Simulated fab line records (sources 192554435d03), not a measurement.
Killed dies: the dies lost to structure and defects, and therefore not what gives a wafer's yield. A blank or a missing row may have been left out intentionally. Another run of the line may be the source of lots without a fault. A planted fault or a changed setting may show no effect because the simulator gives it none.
fab line records	flow n5_finfet
record: lots: 10	wafers: 30	last_day: 18
route steps=1938 shown BEOL_M4@1108 BEOL_M5@1128 PASSIVATION@1936
lots untouched by any fault: they come from a run of this same line in which no faults occurred
start_h: hours from the record's opening day to when the first of the lot's shown wafers began	wait_h: hours elapsed since this lot's preceding step	" identical to the entry in the row above	L1.1+2: one row covering several wafers at once	- no value present, or no start provided	* or withheld: withheld	< > ~ a bound
route shown NAME@n: names a module that has steps shown in the file, with the first one's number in the route	usual: mean/standard deviation taken from wafers without a fault	same: alike in all rows	chamber/n: place in a boat	sites: each site's reading	_std_site: standard deviation of those values	_edge_site: inner sites' mean taken away from outer sites' mean	radius_mm: for every site, how far away it sits from the centre of the wafer	mask NAME#n: copy n	behind: the last tool/chamber to shape the wafer	hold: why the lot was held/for how many hours/how that ended	device: whichever transistor did not switch (one of n, p or np)	end of line: tests run on the same wafers once the route is complete	where a step has no rows: the recipe by itself	killed: not the wafer's yield, but the dies lost to structure and defects at the first sort	map: a wafer's dies, marking killed ones x, the rest . and places with no die _
set.NAME: the setting as run; set.NAME@STEP: as run at that earlier step	model.NAME: the simulator's own value behind a step, which no gauge read
steps of the route over a sample of lots; a table a step, a row a wafer
services: when a tool's chamber went out of use (start_h, in hours from the record's first day, below 0 if earlier), for how many hours, and the reason
== steps ==
step: N5_BEOL_M4_DEP_57
recipe: material: SiCN	target_thk_a: 80	temp_c: withheld	precursor: 3MS/NH3	pressure_torr: 3	rf_w: 202	time_s: 14
usual: showerhead_plenum_p_Torr: 3.660/0.015	throttle_valve_pct: 9.2/0.91
lot.wafer	tool	chamber	start_h	wait_h	showerhead_plenum_p_Torr	throttle_valve_pct
L219.3	pecvd-03	0	179.93	0.0	3.654	11.1
L219.4	"	1	"	"	3.640	9.1
L219.6	"	2	"	"	3.656	8.5
L220.1	pecvd-01	0	188.54	0.0	3.656	9.1
L220.3	"	2	"	"	3.653	9.2
L220.5	"	0	"	"	3.661	9.3
L221.1	pecvd-01	0	189.00	0.0	3.662	9.2
L221.4	"	0	"	"	3.653	9.1
L221.6	"	2	"	"	3.648	9.3
L223.2	pecvd-01	0	215.32	0.0	3.667	8.9
L223.3	"	1	"	"	3.679	9.2
L223.6	"	0	"	"	3.657	9.1
L225.4	pecvd-03	0	219.02	0.0	3.651	11.2
L225.5	"	2	"	"	3.654	8.1
L225.6	"	1	"	"	3.643	9.3
L227.2	pecvd-03	2	222.42	0.0	3.655	8.3
L227.4	"	0	"	"	3.664	11.1
L227.5	"	1	"	"	3.635	9.4
L229.1	pecvd-02	1	244.18	0.0	3.677	8.8
L229.4	"	0	"	"	3.686	8.2
L229.6	"	1	"	"	3.665	9.0
L233.1	pecvd-01	1	276.57	0.0	3.665	9.1
L233.4	"	2	"	"	3.657	9.7
L233.5	"	0	"	"	3.653	9.0
L240.2	pecvd-01	0	308.73	0.0	3.670	9.2
L240.5	"	0	"	"	3.657	9.0
L240.6	"	1	"	"	3.681	9.3
L242.2	pecvd-01	1	318.58	0.0	3.674	9.1
L242.3	"	0	"	"	3.650	9.2
L242.5	"	0	"	"	3.658	8.9
step: N5_BEOL_M5_INSPECT_13
recipe: mode: adi	inspect_instrument: brightfield
usual: raw_defect_count: 415/96
lot.wafer	tool	chamber	start_h	wait_h	raw_defect_count
L219.3	defect_inspect-01	-	182.37	0.0	315
L219.4	"	-	"	"	390
L219.6	"	-	"	"	381
L220.1	defect_inspect-01	-	192.36	0.1	336
L220.3	"	-	"	"	400
L220.5	"	-	"	"	253
L221.1	defect_inspect-02	-	192.40	0.1	322
L221.4	"	-	"	"	422
L221.6	"	-	"	"	522
L223.2	defect_inspect-02	-	218.81	0.0	389
L223.3	"	-	"	"	397
L223.6	"	-	"	"	362
L225.4	defect_inspect-02	-	222.44	0.0	441
L225.5	"	-	"	"	380
L225.6	"	-	"	"	558
L227.2	defect_inspect-01	-	224.68	0.0	481
L227.4	"	-	"	"	429
L227.5	"	-	"	"	339
L229.1	defect_inspect-01	-	246.84	0.1	317
L229.4	"	-	"	"	276
L229.6	"	-	"	"	447
L233.1	defect_inspect-01	-	281.57	0.1	411
L233.4	"	-	"	"	322
L233.5	"	-	"	"	402
L240.2	defect_inspect-01	-	312.38	0.0	357
L240.5	"	-	"	"	339
L240.6	"	-	"	"	440
L242.2	defect_inspect-02	-	321.80	0.0	499
L242.3	"	-	"	"	444
L242.5	"	-	"	"	327
step: N5_BEOL_M5_ETCH_61
recipe: chemistry: CF4	target: SiARC	target_depth_a: 156	mask_material: CAR-EUV	time_s: 26	ion_energy_ev: 80	pressure_mtorr: 40	source_w: 545	bias_w: 36	Ar_flow_sccm: 100	cf4_flow_sccm: 100	ends: cleared
usual: drypump_motor_current_A: 5.7/0.47	etch_rf_on_time_s: 26.3/0.9	oes_product_au: 0.68/0.07	rf_vpp_V: 184.1/1	showerhead_plenum_p_Torr: 2.14/0.055	throttle_valve_pct: 15.65/0.21
lot.wafer	tool	chamber	start_h	wait_h	drypump_motor_current_A	etch_rf_on_time_s	oes_product_au	rf_hours_counter_h	rf_vpp_V	showerhead_plenum_p_Torr	throttle_valve_pct
L219.3	rie_diel-03	3	182.46	0.0	6.4	24.9	0.77	50	183.7	2.18	15.69
L219.4	"	0	"	"	5.1	27.2	0.61	197	183.5	2.14	15.82
L219.6	"	2	"	"	5.3	25.1	0.82	-	183.6	2.11	15.18
L220.1	rie_diel-03	2	192.56	0.0	5.3	25.1	0.80	6	183.6	2.11	15.20
L220.3	"	1	"	"	5.4	27.1	0.75	23	186.4	2.26	15.57
L220.5	"	2	"	"	5.3	25.3	0.80	-	183.5	2.11	15.21
L221.1	rie_diel-06	1	192.60	0.0	5.7	26.0	0.63	176	183.4	2.13	15.82
L221.4	"	3	"	"	6.2	26.1	0.75	36	184.9	2.19	15.43
L221.6	"	3	"	"	6.2	26.1	0.75	-	185.3	2.19	15.43
L223.2	rie_diel-06	0	218.91	0.0	5.2	28.2	0.67	83	184.0	2.08	15.50
L223.3	"	2	"	"	6.0	27.0	0.58	231	182.9	2.11	15.85
L223.6	"	2	"	"	6.1	26.7	0.59	-	185.3	2.11	15.86
L225.4	rie_diel-03	2	222.52	0.0	5.3	25.4	0.77	17	185.0	2.11	15.20
L225.5	"	3	"	"	6.4	25.0	0.75	-	183.3	2.17	15.70
L225.6	"	0	"	"	5.1	27.2	0.60	-	184.0	2.14	15.85
L227.2	rie_diel-06	0	224.76	0.0	5.2	27.7	0.68	85	184.1	2.08	15.51
L227.4	"	2	"	"	6.0	26.6	0.59	233	185.4	2.11	15.87
L227.5	"	2	"	"	6.0	26.5	0.58	-	183.5	2.11	15.86
L229.1	rie_diel-04	1	247.45	0.0	5.2	25.9	0.60	221	183.8	2.11	15.65
L229.4	"	0	"	"	5.9	25.9	0.61	203	183.6	2.12	15.89
L229.6	"	0	"	"	5.9	25.7	0.61	-	183.7	2.12	15.90
L233.1	rie_diel-06	1	281.72	0.0	5.7	26.2	0.61	208	182.5	2.11	15.89
L233.4	"	0	"	"	5.2	27.8	0.66	-	183.5	2.08	15.55
L233.5	"	3	"	"	6.2	26.2	0.70	-	184.2	2.18	15.50
L240.2	rie_diel-06	2	312.47	0.0	6.0	25.3	0.81	6	182.3	2.10	15.45
L240.5	"	3	"	"	6.2	26.4	0.69	-	183.6	2.17	15.52
L240.6	"	2	"	"	6.0	25.4	0.81	-	183.8	2.10	15.44
L242.2	rie_diel-06	3	321.89	0.0	6.2	26.4	0.69	85	184.1	2.17	15.52
L242.3	"	2	"	"	6.0	25.6	0.80	10	183.4	2.10	15.45
L242.5	"	2	"	"	6.0	25.5	0.79	-	182.6	2.10	15.46
step: N5_BEOL_M5_EXPOSE_25
recipe: mask_id: V4	na: 0.33	source_shape: quasar	sigma_inner: 0.2	sigma_outer: 0.6	polarization: unpolarized	defocus_nm: 10	dose_mj: 52.75
usual: exposure_dose_mJ_cm2: 52.67/0.057
same: sigma_outer: 0.6
lot.wafer	tool	chamber	start_h	wait_h	mask	exposure_dose_mJ_cm2
L219.3	euv_scanner-02	0	183.77	-	V4#0	52.71
L219.4	"	0	"	"	V4#0	52.86
L219.6	"	0	"	"	V4#0	52.82
L220.1	euv_scanner-02	0	193.24	-	V4#0	52.68
L220.3	"	0	"	"	V4#0	52.77
L220.5	"	0	"	"	V4#0	52.76
L221.1	euv_scanner-01	0	193.44	-	V4#0	52.60
L221.4	"	0	"	"	V4#0	52.70
L221.6	"	0	"	"	V4#0	52.60
L223.2	euv_scanner-01	0	221.77	-	V4#0	52.66
L223.3	"	0	"	"	V4#0	52.68
L223.6	"	0	"	"	V4#0	52.68
L225.4	euv_scanner-02	0	223.58	-	V4#0	52.66
L225.5	"	0	"	"	V4#0	52.68
L225.6	"	0	"	"	V4#0	52.73
L227.2	euv_scanner-02	0	228.16	-	V4#0	52.66
L227.4	"	0	"	"	V4#0	52.57
L227.5	"	0	"	"	V4#0	52.60
L229.1	euv_scanner-02	0	248.52	-	V4#0	52.65
L229.4	"	0	"	"	V4#0	52.71
L229.6	"	0	"	"	V4#0	52.68
L233.1	euv_scanner-01	0	284.68	-	V4#0	52.68
L233.4	"	0	"	"	V4#0	52.73
L233.5	"	0	"	"	V4#0	52.69
L240.2	euv_scanner-02	0	313.72	-	V4#0	55.85
L240.5	"	0	"	"	V4#0	55.97
L240.6	"	0	"	"	V4#0	55.91
L242.2	euv_scanner-02	0	323.23	-	V4#0	55.26
L242.3	"	0	"	"	V4#0	55.42
L242.5	"	0	"	"	V4#0	55.28
step: N5_BEOL_M5_CD_MEAS_28
recipe: target_cd_nm: 30.6	landing_energy_ev: 500	detector: se_inlens	target_cd_y_nm: 20	polarity: opening
usual: cd_nm: 30.60/0.27
lot.wafer	tool	chamber	start_h	wait_h	cd_nm
L219.3	cd_sem-02	0	183.90	-	30.79
L219.4	"	0	"	"	30.57
L219.6	"	0	"	"	30.66
L220.1	cd_sem-01	0	193.38	-	30.71
L220.3	"	0	"	"	30.05
L220.5	"	0	"	"	30.69
L221.1	cd_sem-01	0	193.58	-	30.71
L221.4	"	0	"	"	30.47
L221.6	"	0	"	"	30.66
L223.2	cd_sem-02	0	221.91	-	30.88
L223.3	"	0	"	"	30.51
L223.6	"	0	"	"	30.63
L225.4	cd_sem-01	0	223.70	-	30.57
L225.5	"	0	"	"	30.43
L225.6	"	0	"	"	30.64
L227.2	cd_sem-02	0	228.29	-	30.57
L227.4	"	0	"	"	30.50
L227.5	"	0	"	"	30.40
L229.1	cd_sem-01	0	248.66	-	30.94
L229.4	"	0	"	"	31.27
L229.6	"	0	"	"	30.76
L233.1	cd_sem-01	0	284.82	-	30.31
L233.4	"	0	"	"	30.38
L233.5	"	0	"	"	30.15
L240.2	cd_sem-03	0	313.85	-	32.01
L240.5	"	0	"	"	32.13
L240.6	"	0	"	"	32.06
L242.2	cd_sem-01	0	323.36	-	31.79
L242.3	"	0	"	"	31.67
L242.5	"	0	"	"	31.59
step: N5_PASSIVATION_PROBE_49
usual: defect_limited_yield: 91.7/1.4	killed_at_M0_to_M3: 31/11	killed_at_M4_up: 13/4.6	killed_at_contacts: 13/6.7	killed_at_front_end: 39/9.6	killed_at_other: 3.5/2.8	killed_dies: 98/16	killed_open: 64/11	killed_short: 33/8.5	sort_bin_5_function: 4.9/0.96	sort_bin_6_memory: 3.1/0.59	sort_bin_8_speed: 0.2/1.3	sort_n_pass: 1080/23	sort_yield_pct: 91.5/1.9
same: gross_dies: 1180	killed_at_back_side: 0	sort_bin_4_leakage[%]: 0
lot.wafer	tool	chamber	start_h	wait_h	defect_limited_yield[%]	killed_at_M0_to_M3	killed_at_M4_up	killed_at_contacts	killed_at_front_end	killed_at_other	killed_dies	killed_open	killed_short	sort_bin_5_function[%]	sort_bin_6_memory[%]	sort_bin_8_speed[%]	sort_n_pass	sort_yield_pct[%]
L219.3	prober-02	-	277.82	0.1	89.9	38	19	19	39	4	119	80	39	5.8	3.9	0.1	1060	89.8
L219.4	prober-02	-	277.87	0.2	90.7	52	10	17	30	1	110	82	24	6.1	3.0	0	1070	90.7
L219.6	prober-02	-	277.97	0.3	93.0	36	7	11	29	0	83	53	27	3.8	3.1	0	1097	93.0
L221.1	prober-01	-	294.73	0.0	94.2	17	9	12	28	3	69	46	23	3.4	2.1	0	1111	94.2
L221.4	prober-01	-	294.88	0.2	94.8	22	7	11	18	3	61	48	12	3.6	1.5	0	1119	94.8
L221.6	prober-01	-	294.98	0.3	90.9	16	25	22	44	0	107	56	50	5.5	3.1	0	1073	90.9
L220.1	prober-01	-	301.86	0.2	92.8	22	16	2	41	4	85	65	20	4.4	2.6	0	1095	92.8
L220.3	prober-01	-	301.96	0.3	93.7	20	15	4	29	6	74	51	23	3.2	2.8	0	1106	93.7
L220.5	prober-01	-	302.06	0.4	93.0	32	11	3	32	5	83	47	35	4.0	2.8	0	1097	93.0
L223.2	prober-01	-	319.20	0.1	91.0	34	18	9	38	7	106	77	29	5.5	3.3	0	1074	91.0
L223.3	prober-01	-	319.25	0.1	92.2	21	7	19	41	4	92	69	23	4.6	3.1	0	1088	92.2
L223.6	prober-01	-	319.40	0.3	91.4	27	11	11	45	7	101	68	33	4.7	3.4	0	1079	91.4
L225.4	prober-02	-	326.93	0.4	90.8	31	11	7	54	5	108	67	41	5.9	3.2	0	1072	90.8
L225.5	prober-02	-	326.98	0.5	93.7	24	5	18	26	1	74	51	23	3.3	2.7	0	1106	93.7
L225.6	prober-02	-	327.03	0.5	93.1	13	16	5	44	3	81	52	28	3.6	3.1	0	1099	93.1
L227.2	prober-01	-	337.36	0.1	91.7	21	16	11	42	8	98	70	24	4.9	3.3	0	1082	91.7
L227.4	prober-01	-	337.46	0.2	93.0	22	13	9	35	4	83	57	24	4.2	2.8	0	1097	93.0
L227.5	prober-01	-	337.51	0.2	91.4	26	10	15	47	3	101	60	41	4.7	3.7	0	1079	91.4
L229.1	prober-01	-	343.61	0.0	93.4	33	9	4	29	3	78	47	31	4.2	2.3	0	1102	93.4
L229.4	prober-01	-	343.76	0.2	90.2	50	15	7	39	5	116	77	39	5.7	3.6	0	1064	90.2
L229.6	prober-01	-	343.86	0.3	91.1	57	6	5	37	0	105	65	40	5.0	3.3	0	1075	91.1
L233.1	prober-01	-	377.94	0.0	91.9	31	13	15	33	4	96	65	31	4.4	3.4	0	1084	91.9
L233.4	prober-01	-	378.09	0.2	93.0	23	17	17	25	1	83	52	30	4.0	2.8	0.1	1097	93.0
L233.5	prober-01	-	378.14	0.2	90.8	42	11	28	27	0	108	67	41	5.0	3.7	0	1072	90.8
L240.2	prober-01	-	414.12	0.1	91.2	43	12	16	30	3	104	66	38	5.9	2.5	0	1076	91.2
L240.5	prober-01	-	414.27	0.2	91.8	42	5	3	45	2	97	52	45	4.6	3.2	0	1083	91.8
L240.6	prober-01	-	414.32	0.3	90.7	32	13	9	53	3	110	72	37	6.9	2.3	0	1070	90.7
L242.2	prober-01	-	422.93	0.1	91.5	24	12	18	40	6	100	69	31	4.5	3.7	0	1080	91.5
L242.3	prober-01	-	422.98	0.1	92.2	24	6	9	39	14	92	61	31	5.2	2.6	0.2	1086	92.0
L242.5	prober-01	-	423.08	0.2	90.3	36	21	23	32	3	115	70	45	6.2	3.1	0	1065	90.3
killed by level:class
L219.3 STI_FIN_REVEAL:geometric_particle:open=17 MOL_CONTACT_COAG:geometric_particle:open=10 FIN_SAQP:geometric_particle:short=9 MOL_CONTACT_COAG:geometric_particle:short=9 BEOL_M1:geometric_particle:open=9 BEOL_M4:geometric_particle:open=9 BEOL_M0_SAQP:geometric_particle:open=8 BEOL_M3:geometric_particle:open=6
L219.4 BEOL_M2:geometric_particle:open=17 MOL_CONTACT_COAG:geometric_particle:open=16 BEOL_M1:geometric_particle:open=15 BEOL_M3:geometric_particle:open=10 STI_FIN_REVEAL:geometric_particle:open=7 DUMMY_GATE:geometric_particle:open=4 BEOL_M0_SAQP:geometric_particle:short=4 BEOL_M4:geometric_particle:open=4
L219.6 STI_FIN_REVEAL:geometric_particle:open=12 BEOL_M2:geometric_particle:open=11 MOL_CONTACT_COAG:geometric_particle:open=8 BEOL_M0_SAQP:geometric_particle:short=7 BEOL_M3:geometric_particle:open=5 GATE_CUT:geometric_particle:short=4 BEOL_M1:geometric_particle:open=3 MOL_CONTACT_COAG:geometric_particle:short=3
L221.1 MOL_CONTACT_COAG:geometric_particle:open=8 FIN_SAQP:geometric_particle:short=5 GATE_CUT:geometric_particle:open=5 BEOL_M1:geometric_particle:open=5 GATE_CUT:geometric_particle:short=4 MOL_CONTACT_COAG:geometric_particle:short=4 BEOL_M0_SAQP:geometric_particle:open=4 BEOL_M0:geometric_particle:open=4
L221.4 BEOL_M2:geometric_particle:open=11 MOL_CONTACT_COAG:geometric_particle:open=9 FIN_SAQP:geometric_particle:open=4 STI_FIN_REVEAL:geometric_particle:open=4 GATE_CUT:geometric_particle:open=4 BEOL_M0:geometric_particle:open=3 BEOL_M6:geometric_particle:open=2 BEOL_M1:geometric_particle:short=2
L221.6 FIN_SAQP:geometric_particle:short=15 MOL_CONTACT_COAG:geometric_particle:open=15 GATE_CUT:geometric_particle:short=7 MOL_CONTACT_COAG:geometric_particle:short=6 BEOL_M4:geometric_particle:open=5 BEOL_M5:geometric_particle:open=5 STARTING-WAFER:geometric_particle:short=5 BEOL_M1:geometric_particle:open=4
L220.1 STI_FIN_REVEAL:geometric_particle:open=19 BEOL_M1:geometric_particle:open=9 BEOL_M4:geometric_particle:open=5 DUMMY_GATE:geometric_particle:open=4 GATE_CUT:geometric_particle:short=4 BEOL_M8:geometric_particle:open=4 BEOL_M0_SAQP:geometric_particle:open=4 STARTING-WAFER:geometric_particle:short=4
L220.3 STI_FIN_REVEAL:geometric_particle:open=10 BEOL_M1:geometric_particle:open=7 BEOL_M4:geometric_particle:open=5 FIN_SAQP:geometric_particle:short=4 STI_FIN_REVEAL:geometric_particle:short=3 MOL_CONTACT_COAG:geometric_particle:open=3 BEOL_M2:geometric_particle:open=3 FIN_SAQP:geometric_particle:open=2
L220.5 STI_FIN_REVEAL:geometric_particle:open=13 BEOL_M0_SAQP:geometric_particle:short=8 FIN_SAQP:geometric_particle:short=5 BEOL_M0_SAQP:geometric_particle:open=5 BEOL_M1:geometric_particle:open=5 BEOL_M1:geometric_particle:short=4 BEOL_M2:geometric_particle:open=4 GATE_CUT:geometric_particle:short=3
L223.2 STI_FIN_REVEAL:geometric_particle:open=9 BEOL_M3:geometric_particle:open=9 BEOL_M4:geometric_particle:open=9 MOL_CONTACT_COAG:geometric_particle:open=8 BEOL_M1:geometric_particle:open=8 FIN_SAQP:geometric_particle:open=7 GATE_CUT:geometric_particle:short=7 DUMMY_GATE:geometric_particle:open=4
L223.3 MOL_CONTACT_COAG:geometric_particle:open=18 GATE_CUT:geometric_particle:short=9 DUMMY_GATE:geometric_particle:open=7 STI_FIN_REVEAL:geometric_particle:open=6 FIN_SAQP:geometric_particle:open=5 BEOL_M0:geometric_particle:open=5 STARTING-WAFER:geometric_particle:open=5 BEOL_M1:geometric_particle:open=4
L223.6 STI_FIN_REVEAL:geometric_particle:open=16 MOL_CONTACT_COAG:geometric_particle:open=10 BEOL_M0_SAQP:geometric_particle:open=9 BEOL_M0_SAQP:geometric_particle:short=8 GATE_CUT:geometric_particle:open=7 FIN_SAQP:geometric_particle:short=5 FIN_SAQP:geometric_particle:open=4 BEOL_M0:geometric_particle:open=4
L225.4 FIN_SAQP:geometric_particle:open=19 BEOL_M2:geometric_particle:open=11 FIN_SAQP:geometric_particle:short=8 GATE_CUT:geometric_particle:short=7 ILD0:geometric_particle:short=5 BEOL_M1:geometric_particle:open=5 STI_FIN_REVEAL:geometric_particle:open=4 MOL_CONTACT_COAG:geometric_particle:short=4
L225.5 MOL_CONTACT_COAG:geometric_particle:open=16 BEOL_M1:geometric_particle:open=6 BEOL_M3:geometric_particle:open=5 STI_FIN_REVEAL:geometric_particle:open=4 DUMMY_GATE:geometric_particle:open=4 BEOL_M0_SAQP:geometric_particle:open=4 FIN_SAQP:geometric_particle:short=3 ILD0:geometric_particle:short=3
L225.6 FIN_SAQP:geometric_particle:open=11 FIN_SAQP:geometric_particle:short=7 BEOL_M4:geometric_particle:open=7 STI_FIN_REVEAL:geometric_particle:open=7 SPACER0:geometric_particle:open=4 MOL_CONTACT_COAG:geometric_particle:open=4 BEOL_M0_SAQP:geometric_particle:open=4 BEOL_M4:geometric_particle:short=4
L227.2 MOL_CONTACT_COAG:geometric_particle:open=11 DUMMY_GATE:geometric_particle:open=9 STI_FIN_REVEAL:geometric_particle:open=6 GATE_CUT:geometric_particle:open=6 BEOL_M4:geometric_particle:open=6 FIN_SAQP:geometric_particle:short=5 BEOL_M2:geometric_particle:open=5 GATE_CUT:geometric_particle:short=4
L227.4 MOL_CONTACT_COAG:geometric_particle:open=8 BEOL_M1:geometric_particle:open=7 BEOL_M4:geometric_particle:open=6 FIN_SAQP:geometric_particle:open=5 BEOL_M2:geometric_particle:open=5 STARTING-WAFER:geometric_particle:open=5 STI_FIN_REVEAL:geometric_particle:open=4 DUMMY_GATE:geometric_particle:open=4
L227.5 MOL_CONTACT_COAG:geometric_particle:open=11 FIN_SAQP:geometric_particle:short=9 BEOL_M1:geometric_particle:open=6 STI_FIN_REVEAL:geometric_particle:open=6 GATE_CUT:geometric_particle:short=6 FIN_SAQP:geometric_particle:open=5 BEOL_M0_SAQP:geometric_particle:open=5 BEOL_M3:geometric_particle:open=5
L229.1 BEOL_M0_SAQP:geometric_particle:open=10 FIN_SAQP:geometric_particle:open=9 BEOL_M0_SAQP:geometric_particle:short=7 BEOL_M1:geometric_particle:open=6 BEOL_M3:geometric_particle:short=6 FIN_SAQP:geometric_particle:short=5 STARTING-WAFER:geometric_particle:short=4 STARTING-WAFER:geometric_particle:open=3
L229.4 FIN_SAQP:geometric_particle:open=21 BEOL_M0_SAQP:geometric_particle:open=17 BEOL_M0_SAQP:geometric_particle:short=12 FIN_SAQP:geometric_particle:short=11 BEOL_M2:geometric_particle:open=7 BEOL_M4:geometric_particle:open=7 MOL_CONTACT_COAG:geometric_particle:open=6 BEOL_M1:geometric_particle:open=5
L229.6 BEOL_M0_SAQP:geometric_particle:open=18 BEOL_M0_SAQP:geometric_particle:short=14 STI_FIN_REVEAL:geometric_particle:open=12 FIN_SAQP:geometric_particle:open=5 FIN_SAQP:geometric_particle:short=5 GATE_CUT:geometric_particle:short=5 BEOL_M1:geometric_particle:open=5 BEOL_M2:geometric_particle:open=5
L233.1 BEOL_M2:geometric_particle:open=16 MOL_CONTACT_COAG:geometric_particle:open=14 FIN_SAQP:geometric_particle:open=7 FIN_SAQP:geometric_particle:short=6 DUMMY_GATE:geometric_particle:open=6 BEOL_M4:geometric_particle:open=6 GATE_CUT:geometric_particle:short=5 BEOL_M0_SAQP:geometric_particle:short=5
L233.4 MOL_CONTACT_COAG:geometric_particle:open=11 BEOL_M0_SAQP:geometric_particle:short=8 BEOL_M4:geometric_particle:open=7 MOL_CONTACT_COAG:geometric_particle:short=6 STI_FIN_REVEAL:geometric_particle:open=5 DUMMY_GATE:geometric_particle:open=3 GATE_CUT:geometric_particle:short=3 BEOL_M0_SAQP:geometric_particle:open=3
L233.5 MOL_CONTACT_COAG:geometric_particle:open=21 FIN_SAQP:geometric_particle:short=14 BEOL_M2:geometric_particle:open=14 BEOL_M0_SAQP:geometric_particle:open=8 MOL_CONTACT_COAG:geometric_particle:short=7 BEOL_M0_SAQP:geometric_particle:short=7 BEOL_M1:geometric_particle:open=5 BEOL_M4:geometric_particle:open=5
L240.2 BEOL_M3:geometric_particle:open=15 MOL_CONTACT_COAG:geometric_particle:open=12 BEOL_M1:geometric_particle:open=7 FIN_SAQP:geometric_particle:short=5 BEOL_M0_SAQP:geometric_particle:short=5 BEOL_M0_SAQP:geometric_particle:open=5 STARTING-WAFER:geometric_particle:short=5 DUMMY_GATE:geometric_particle:open=4
L240.5 GATE_CUT:geometric_particle:short=13 BEOL_M0_SAQP:geometric_particle:open=13 BEOL_M0_SAQP:geometric_particle:short=10 STARTING-WAFER:geometric_particle:short=8 FIN_SAQP:geometric_particle:open=7 BEOL_M3:geometric_particle:open=7 FIN_SAQP:geometric_particle:short=4 GATE_CUT:geometric_particle:open=4
L240.6 FIN_SAQP:geometric_particle:short=10 FIN_SAQP:geometric_particle:open=9 STI_FIN_REVEAL:geometric_particle:open=9 DUMMY_GATE:geometric_particle:open=8 BEOL_M0_SAQP:geometric_particle:short=8 BEOL_M3:geometric_particle:open=5 MOL_CONTACT_COAG:geometric_particle:open=5 BEOL_M0:geometric_particle:open=5
L242.2 STI_FIN_REVEAL:geometric_particle:open=19 MOL_CONTACT_COAG:geometric_particle:open=13 BEOL_M0_SAQP:geometric_particle:short=6 FIN_SAQP:geometric_particle:open=5 MOL_CONTACT_COAG:geometric_particle:short=5 BEOL_M2:geometric_particle:open=5 BEOL_M4:geometric_particle:open=5 STI_FIN_REVEAL:geometric_particle:short=4
L242.3 STI_FIN_REVEAL:geometric_particle:open=10 PASS1_CAP:geometric_particle:short=10 FIN_SAQP:geometric_particle:open=9 FIN_SAQP:geometric_particle:short=9 MOL_CONTACT_COAG:geometric_particle:open=8 BEOL_M0_SAQP:geometric_particle:open=6 BEOL_M1:geometric_particle:open=6 BEOL_M3:geometric_particle:open=5
L242.5 MOL_CONTACT_COAG:geometric_particle:open=18 BEOL_M0_SAQP:geometric_particle:open=10 BEOL_M4:geometric_particle:open=9 FIN_SAQP:geometric_particle:short=7 STI_FIN_REVEAL:geometric_particle:open=7 BEOL_M0_SAQP:geometric_particle:short=7 BEOL_M1:geometric_particle:open=7 MOL_CONTACT_COAG:geometric_particle:short=5
== services ==
tool	chamber	start_h	hours	kind
rie_diel-03	-	159.37	0.7	repair
pecvd-02	-	177.81	12.4	repair
pecvd-03	2	180.79	5.7	repair
rie_diel-04	-	188.17	14.6	pm
pecvd-01	-	189.62	5.5	pm
euv_scanner-02	-	202.03	1.0	pm
rie_diel-03	-	239.00	15.6	pm
euv_scanner-01	-	239.59	0.8	repair
pecvd-03	-	242.55	1.7	repair
pecvd-03	-	247.71	5.3	repair
euv_scanner-02	-	256.22	0.2	repair
euv_scanner-02	-	258.18	1.0	pm
euv_scanner-02	-	259.63	5.8	pm
pecvd-01	-	259.73	2.9	repair
euv_scanner-01	-	265.41	1.0	pm
rie_diel-06	0	267.66	4.5	repair
euv_scanner-02	-	273.18	12.0	pm
euv_scanner-01	-	285.18	4.6	pm
rie_diel-03	2	296.51	115.9	repair
pecvd-03	1	300.78	2.8	repair
euv_scanner-02	-	314.33	1.0	pm
euv_scanner-01	-	316.93	1.0	pm
euv_scanner-02	-	317.06	0.2	repair
pecvd-03	1	322.46	12.9	repair
== key ==
first_sign: step: N5_BEOL_M5_EXPOSE_25	reading: exposure_dose_mJ_cm2	direction: up	sigmas: 52	usual: 52.67	struck: 55.62
effect: step: N5_BEOL_M5_CD_MEAS_28	reading: cd_nm	direction: up	sigmas: 4.8	usual: 30.60	struck: 31.88	through: control_loop
met_at N5_BEOL_M5_EXPOSE_25
struck_lots L240,L242
loop_trim: step: N5_BEOL_M5_EXPOSE_25	setting: dose	lots: L242
not_acting_at N5_BEOL_M4_DEP_57,N5_BEOL_M5_INSPECT_13,N5_BEOL_M5_ETCH_61
onset_between 248.52 313.72
fault: kind: process_parameter_drift	tool: euv_scanner-02	chamber: -	onset_h: 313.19	steps: N5_BEOL_M5_EXPOSE_25	channel: dose_mj	offset: 3.2374	shape: step	acts_in: these_recipes_only	stated: 52.75
loop_trim: a control loop set the setting to another value than it would have without faults
